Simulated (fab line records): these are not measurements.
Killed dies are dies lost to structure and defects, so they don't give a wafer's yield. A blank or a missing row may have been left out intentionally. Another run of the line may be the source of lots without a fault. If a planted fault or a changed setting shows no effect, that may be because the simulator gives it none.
Chamber matching ; flow nandHarc ; NHARC_A_STAIRCASE_DESCUM_219 on rieDiel-02: 4 sister chambers
The step chemistry O2, time 3 s. 4 wafers are shown with their chamber, then 7 later ones without.

== EACH WAFER AND ITS CHAMBER ==
wafer;chamber;drypumpMotorCurrentA (A)
L083.3;3;5.6
L086.5;2;5.5
L090.2;0;6.7
L090.3;1;5.0

== WAFERS WITH NO CHAMBER GIVEN ==
wafer;drypumpMotorCurrentA (A)
L090.6;5.5
L093.2;5.1
L093.3;5.5
L093.4;6.7
L094.4;5.6
L094.5;6.6
L094.6;5.1

== THE CHAMBER EACH PASSED THROUGH ==
wafer;from the rows above;in truth
L090.6;can't be placed: 2 or 3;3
L093.2;1;1
L093.3;can't be placed: 2 or 3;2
L093.4;0;0
L094.4;can't be placed: 3 or 2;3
L094.5;0;0
L094.6;1;1
4 of 7 placed correctly. Cannot be placed on the basis of these rows: 3; the candidates contain the true chamber in 3. Wrongly placed: 0.
How it was worked out, from the rows above alone: a wafer's distance from a chamber is the root of the sum, over the readings, of the square of ((its reading less the chamber's mean) divided by the reading's scatter). If the next closest chamber is less than 2 further off than the closest, the wafer can't be placed; otherwise it belongs to the closest. For every chamber, the mean is computed from those of its wafers that are shown. The scatter (one wafer shown for each chamber): square how far every hidden wafer sits from the nearest shown wafer, average those squares and take the square root.
